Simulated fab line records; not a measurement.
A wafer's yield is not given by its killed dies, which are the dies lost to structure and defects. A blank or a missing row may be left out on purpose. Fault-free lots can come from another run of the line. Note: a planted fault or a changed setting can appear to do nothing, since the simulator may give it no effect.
fab line records    flow n5_finfet
record lots=10  wafers=30  last_day=18
route steps=1938 shown BEOL_M4@1098 BEOL_M5@1126
lots that met no fault: from a run of the same line without faults
start_h: the number of hours between the record's first day and the start of the first shown wafer of the lot    wait_h: time in hours since the lot's previous step    " identical to the entry in the row above    L1.1+2: a single row standing in for several wafers    - value missing, or start not given    * or withheld: withheld    < > ~ a bound
route shown NAME@n: NAME is a module with steps in the file, n the number in the route of the first one    usual: the fault-free wafers' mean and standard deviation    same: alike in all rows    chamber/n: place in a boat    sites: per-site readings    _std_site: how widely they spread, as a standard deviation    _edge_site: the outer-site mean with the inner-site mean subtracted    radius_mm: for every site, how far away it sits from the centre of the wafer    mask NAME#n: copy n    behind: tool/chamber where the wafer was last shaped    hold: reason for holding the lot/hours on hold/outcome of the hold    device: names the non-switching transistor (n, p or np)    end of line: the route-end tests of the same wafers    where a step has no rows: the recipe by itself    killed: at the first sort, the dies lost to defects and structure; wafer yield is something else    map: a wafer's dies, x killed, . not, _ none there
set.NAME: the setting as run; set.NAME@STEP: as run at that earlier step    model.NAME: the simulator's own value behind a step, which no gauge read
route steps across a sampled set of lots; one table per step, one row per wafer
services: from which hour (start_h, from the record's first day; less than 0 if before it) a tool's chamber was out of use, for how many hours, and why
## steps
# step N5_BEOL_M4_SPUTTER_94
# recipe material=Cu  target_thk_a=45  temp_c=-20  chamber_pressure_pa=0.07  power_w=withheld  time_s=8.29
# usual chamber_pressure_pa=0.07001/0.00013  substrate_temp_c=-20.00/0.11  throttle_valve_pct=30.1/0.95
# same time_s=8.29
lot.wafer  tool            chamber  start_h  wait_h  chamber_pressure_pa  substrate_temp_c  throttle_valve_pct
L648.1     pvd_sputter-02  -        177.28   0.1     0.06986              -19.89            32.0
L648.3     "               -        "        "       0.07022              -19.95            30.7
L648.5     "               -        "        "       0.06991              -20.19            31.6
L649.3     pvd_sputter-02  -        187.12   0.1     0.07                 -20.16            30.6
L649.5     "               -        "        "       0.07019              -20.04            30.2
L649.6     "               -        "        "       0.06986              -19.93            30.4
L651.3     pvd_sputter-02  -        196.24   0.1     0.06998              -20.07            30.6
L651.5     "               -        "        "       0.07016              -20.13            29.4
L651.6     "               -        "        "       0.06989              -19.96            30.9
L652.2     pvd_sputter-02  -        213.78   0.1     0.07007              -19.88            29.2
L652.3     "               -        "        "       0.06974              -20.00            31.5
L652.6     "               -        "        "       0.07012              -19.73            29.2
L653.1     pvd_sputter-02  -        216.37   0.1     0.06995              -20.04            29.3
L653.2     "               -        "        "       0.07025              -19.98            30.2
L653.3     "               -        "        "       0.07003              -19.85            31.7
L657.1     pvd_sputter-02  -        233.25   0.1     0.06964              -19.96            29.5
L657.4     "               -        "        "       0.06999              -20.15            30.0
L657.6     "               -        "        "       0.06987              -20.07            32.1
L662.3     pvd_sputter-03  -        266.60   0.1     0.06995              -19.88            28.1
L662.4     "               -        "        "       0.06997              -19.82            29.6
L662.6     "               -        "        "       0.07012              -20.05            29.5
L667.3     pvd_sputter-02  -        307.18   0.1     0.06999              -19.81            30.2
L667.4     "               -        "        "       0.07007              -20.15            31.6
L667.5     "               -        "        "       0.06993              -19.75            29.5
L669.2     pvd_sputter-01  -        310.23   0.1     0.06995              -19.94            30.9
L669.4     "               -        "        "       0.0699               -20.24            30.1
L669.6     "               -        "        "       0.07034              -19.96            30.7
L665.1     pvd_sputter-03  -        310.50   0.1     0.07026              -20.14            29.3
L665.2     "               -        "        "       0.06985              -20.10            29.7
L665.5     "               -        "        "       0.07                 -19.90            29.5
# step N5_BEOL_M4_CMP_52
# recipe stop_on=SiOC  t_overpolish_s=6.8  down_force_psi=1  platen_rpm=50  clearing_platen_down_force_psi=1.5  clearing_platen_rpm=50  post_cmp_clean=cu_alkaline  target_thk_nm=40  clearing_platen_pad_velocity_m_s=0.99484  pad_velocity_m_s=0.99484
# usual barrier_field_endpoint_s=24.7/0.66  motor_current_A=6.2/0.53  overpolish_run_s=6.799/0.0096  retaining_ring_pressure_frac=1.000/0.0051  time_to_endpoint_s=62/3.3
lot.wafer  tool    chamber  start_h  wait_h  barrier_field_endpoint_s  motor_current_A  overpolish_run_s  retaining_ring_pressure_frac  time_to_endpoint_s
L648.3     cmp-02  3        178.03   0.2     25.4                      6.4              6.801             0.996                         64
L648.1     "       1        "        "       24.5                      5.7              6.808             0.998                         59
L648.5     "       3        "        "       25.8                      6.5              6.791             1.003                         63
L649.3     cmp-01  3        187.91   0.2     23.5                      6.2              6.801             0.988                         60
L649.5     "       1        "        "       24.2                      6.7              6.801             0.995                         62
L649.6     "       2        "        "       25.2                      5.4              6.802             1.002                         66
L651.3     cmp-04  3        197.51   0.2     25.2                      5.8              6.790             0.994                         65
L651.6     "       1        "        "       24.1                      7.1              6.805             1.005                         61
L651.5     "       2        "        "       25.0                      5.9              6.815             1.006                         62
L652.2     cmp-04  1        214.56   0.2     24.7                      6.8              6.799             1.001                         61
L652.3     "       2        "        "       24.5                      5.7              6.796             0.997                         62
L652.6     "       2        "        "       25.7                      5.6              6.790             1.000                         64
L653.2     cmp-02  2        217.14   0.2     24.1                      6.7              6.798             1.001                         60
L653.3     "       0        "        "       24.5                      7.1              6.793             1.012                         62
L653.1     "       1        "        "       23.8                      6.1              6.804             0.995                         62
L657.1     cmp-04  0        234.02   0.3     25.9                      6.0              6.801             0.990                         66
L657.4     "       1        "        "       24.4                      7.1              6.818             1.001                         61
L657.6     "       0        "        "       26.1                      6.0              6.803             0.997                         69
L662.4     cmp-01  0        267.31   0.1     24.7                      6.2              6.811             1.004                         62
L662.3     "       3        "        "       24.2                      6.4              6.813             0.999                         61
L662.6     "       0        "        "       25.1                      6.2              6.809             1.002                         62
L667.4     cmp-02  3        308.36   0.6     25.4                      6.4              6.804             0.991                         64
L667.3     "       1        "        "       24.4                      6.2              6.795             1.000                         64
L667.5     "       2        "        "       24.1                      6.6              6.802             0.995                         62
L669.4     cmp-04  2        311.02   0.2     24.8                      5.7              6.811             1.004                         65
L669.2     "       3        "        "       24.5                      5.9              6.785             1.002                         63
L669.6     "       1        "        "       24.6                      6.9              6.795             1.002                         62
L665.1     cmp-02  1        311.21   0.3     24.1                      5.8              6.787             1.007                         63
L665.2     "       2        "        "       24.3                      6.3              6.814             1.005                         59
L665.5     "       1        "        "       23.6                      5.7              6.805             1.005                         59
# step N5_BEOL_M5_CD_MEAS_11
# recipe target_cd_nm=27.74  landing_energy_ev=500  detector=se_inlens
# usual cd_nm=27.98/0.27
lot.wafer  tool       chamber  start_h  wait_h  cd_nm
L648.1     cd_sem-01  0        181.42   -       28.11
L648.3     "          0        "        "       28.33
L648.5     "          0        "        "       28.34
L649.3     cd_sem-02  0        192.57   -       27.55
L649.5     "          0        "        "       27.97
L649.6     "          0        "        "       28.05
L651.3     cd_sem-02  0        200.38   -       28.33
L651.5     "          0        "        "       27.98
L651.6     "          0        "        "       27.79
L652.2     cd_sem-01  0        217.91   -       28.50
L652.3     "          0        "        "       28.30
L652.6     "          0        "        "       28.10
L653.1     cd_sem-01  0        220.91   -       28.11
L653.2     "          0        "        "       27.64
L653.3     "          0        "        "       27.53
L657.1     cd_sem-02  0        237.83   -       28.00
L657.4     "          0        "        "       28.61
L657.6     "          0        "        "       28.10
L662.3     cd_sem-03  0        271.33   -       27.86
L662.4     "          0        "        "       28.00
L662.6     "          0        "        "       28.09
L667.3     cd_sem-01  0        311.36   -       27.86
L667.4     "          0        "        "       27.89
L667.5     "          0        "        "       27.56
L669.2     cd_sem-02  0        314.25   -       27.69
L669.4     "          0        "        "       27.97
L669.6     "          0        "        "       27.73
L665.1     cd_sem-03  0        317.26   -       27.65
L665.2     "          0        "        "       27.70
L665.5     "          0        "        "       28.40
# step N5_BEOL_M5_ETCH_72
# recipe chemistry=N2/H2  target=underlayer  target_depth_a=65  mask_material=CAR-EUV  time_s=5.2  ion_energy_ev=200  pressure_mtorr=30  source_w=840  bias_w=150  n2_flow_sccm=200  h2_flow_sccm=200  ends=cleared
# usual drypump_motor_current_A=5.81/0.26  etch_rf_on_time_s=5.21/0.15  n2_flow_sccm=200.0/0.61  oes_product_au=0.67/0.072  rf_fwd_power_W=819.1/2.2  rf_vpp_V=524.3/2.6  showerhead_plenum_p_Torr=2.56/0.082  throttle_valve_pct=17.8/0.33
lot.wafer  tool         chamber  start_h  wait_h  drypump_motor_current_A  etch_rf_on_time_s  n2_flow_sccm  oes_product_au  rf_fwd_power_W  rf_hours_counter_h  rf_vpp_V  showerhead_plenum_p_Torr  throttle_valve_pct
L648.1     rie_diel-03  0        181.58   0.0     5.62                     5.09               199.5         0.77            818.7           34                  526.6     2.61                      17.9
L648.3     "            2        "        "       5.73                     5.10               198.4         0.76            819.1           47                  530.2     2.70                      17.4
L648.5     "            2        "        "       5.72                     5.15               199.7         0.74            819.3           -                   528.5     2.69                      17.4
L649.3     rie_diel-05  1        192.76   0.0     5.94                     5.31               199.8         0.60            814.7           212                 527.0     2.62                      18.2
L649.5     "            1        "        "       5.91                     5.34               199.7         0.59            818.2           -                   527.0     2.62                      18.2
L649.6     "            2        "        "       6.07                     5.34               200.1         0.58            820.3           -                   520.5     2.43                      18.2
L651.3     rie_diel-05  2        200.54   0.0     6.07                     5.37               199.8         0.59            817.2           206                 520.8     2.43                      18.2
L651.5     "            2        "        "       6.11                     5.34               199.9         0.59            816.9           -                   519.9     2.43                      18.2
L651.6     "            0        "        "       5.62                     5.28               200.2         0.79            820.6           -                   523.7     2.60                      17.4
L652.2     rie_diel-03  3        218.06   0.0     5.48                     5.15               199.6         0.68            815.6           127                 521.2     2.47                      18.1
L652.3     "            0        "        "       5.57                     5.07               200.1         0.76            818.9           48                  524.2     2.61                      17.9
L652.6     "            1        "        "       6.37                     5.55               199.7         0.59            820.8           -                   525.5     2.64                      17.6
L653.1     rie_diel-05  3        221.16   0.0     5.62                     4.28               199.4         0.84            1021.2          36                  490.4     2.58                      17.7
L653.2     "            1        "        "       5.91                     4.42               199.4         0.64            1021.2          222                 488.2     2.62                      18.3
L653.3     "            2        "        "       6.04                     4.49               199.5         0.64            1016.3          213                 485.1     2.43                      18.2
L657.1     rie_diel-05  0        238.15   0.0     5.64                     4.48               200.3         0.84            1020.2          20                  489.2     2.60                      17.4
L657.4     "            3        "        "       5.63                     4.24               200.2         0.82            1022.0          41                  487.5     2.57                      17.7
L657.6     "            1        "        "       5.92                     4.51               199.5         0.64            1019.5          -                   491.3     2.62                      18.3
L662.3     rie_diel-03  1        275.23   0.0     6.36                     5.50               200.4         0.59            819.7           193                 528.2     2.63                      17.6
L662.4     "            3        "        "       5.46                     5.15               200.0         0.65            818.7           148                 520.3     2.46                      18.2
L662.6     "            1        "        "       6.35                     5.50               200.4         0.59            819.6           -                   523.7     2.63                      17.6
L667.3     rie_diel-06  3        311.64   0.0     5.86                     5.26               200.3         0.70            818.3           85                  521.0     2.45                      17.4
L667.4     "            1        "        "       5.43                     5.18               199.9         0.64            825.3           184                 525.8     2.64                      18.1
L667.5     "            3        "        "       5.87                     5.22               199.8         0.69            819.3           -                   523.5     2.45                      17.4
L669.2     rie_diel-03  1        314.57   0.0     6.35                     5.55               201.3         0.57            821.4           207                 525.4     2.63                      17.6
L669.4     "            3        "        "       5.48                     5.20               200.7         0.64            818.8           162                 523.7     2.46                      18.2
L669.6     "            0        "        "       5.67                     5.07               200.3         0.72            818.3           -                   524.4     2.59                      18.0
L665.1     rie_diel-06  2        317.41   0.0     5.88                     5.05               199.8         0.63            818.3           194                 520.5     2.53                      18.2
L665.2     "            1        "        "       5.40                     5.12               200.7         0.63            819.1           186                 525.8     2.63                      18.1
L665.5     "            0        "        "       6.11                     5.23               200.3         0.61            820.0           -                   523.6     2.49                      17.9
## services
tool         chamber  start_h  hours  kind
rie_diel-03  -        157.42   0.6    repair
cmp-04       -        174.90   6.6    pm
rie_diel-03  3        181.91   13.3   repair
cmp-01       -        192.95   5.0    pm
cmp-02       -        197.13   4.0    pm
rie_diel-05  3        199.25   6.7    repair
cmp-01       -        208.40   13.1   pm
rie_diel-05  -        215.61   0.7    repair
cmp-02       -        216.47   0.3    repair
cmp-01       -        228.56   6.6    pm
rie_diel-05  3        239.24   9.6    repair
rie_diel-06  2        252.13   10.8   repair
rie_diel-06  0        256.55   7.3    repair
rie_diel-06  1        257.61   3.4    repair
cmp-01       -        263.20   0.5    repair
rie_diel-03  1        264.32   8.9    repair
rie_diel-05  -        264.84   14.6   pm
rie_diel-06  3        291.33   1.9    repair
cmp-01       -        295.25   2.0    repair
cmp-02       -        296.23   6.5    repair
cmp-01       -        306.26   4.0    pm
cmp-04       -        306.53   4.0    pm
rie_diel-05  1        312.03   4.2    repair
cmp-04       -        312.89   5.5    repair
## key
first_sign step=N5_BEOL_M5_ETCH_72  reading=rf_fwd_power_W  direction=up  sigmas=91  usual=*  struck=*
effect step=N5_BEOL_M5_ETCH_72  reading=rf_vpp_V  direction=down  sigmas=14  usual=524.3  struck=488.6
met_at N5_BEOL_M5_ETCH_72
struck_lots L653,L657
not_acting_at N5_BEOL_M4_SPUTTER_94,N5_BEOL_M4_CMP_52,N5_BEOL_M5_CD_MEAS_11
onset_between 200.54 221.16
fault kind=process_parameter_drift  tool=rie_diel-05  chamber=-  onset_h=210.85  steps=N5_BEOL_M5_ETCH_72  channel=source_w  offset=201.6  shape=step  end_h=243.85  acts_in=these_recipes_only  stated=840
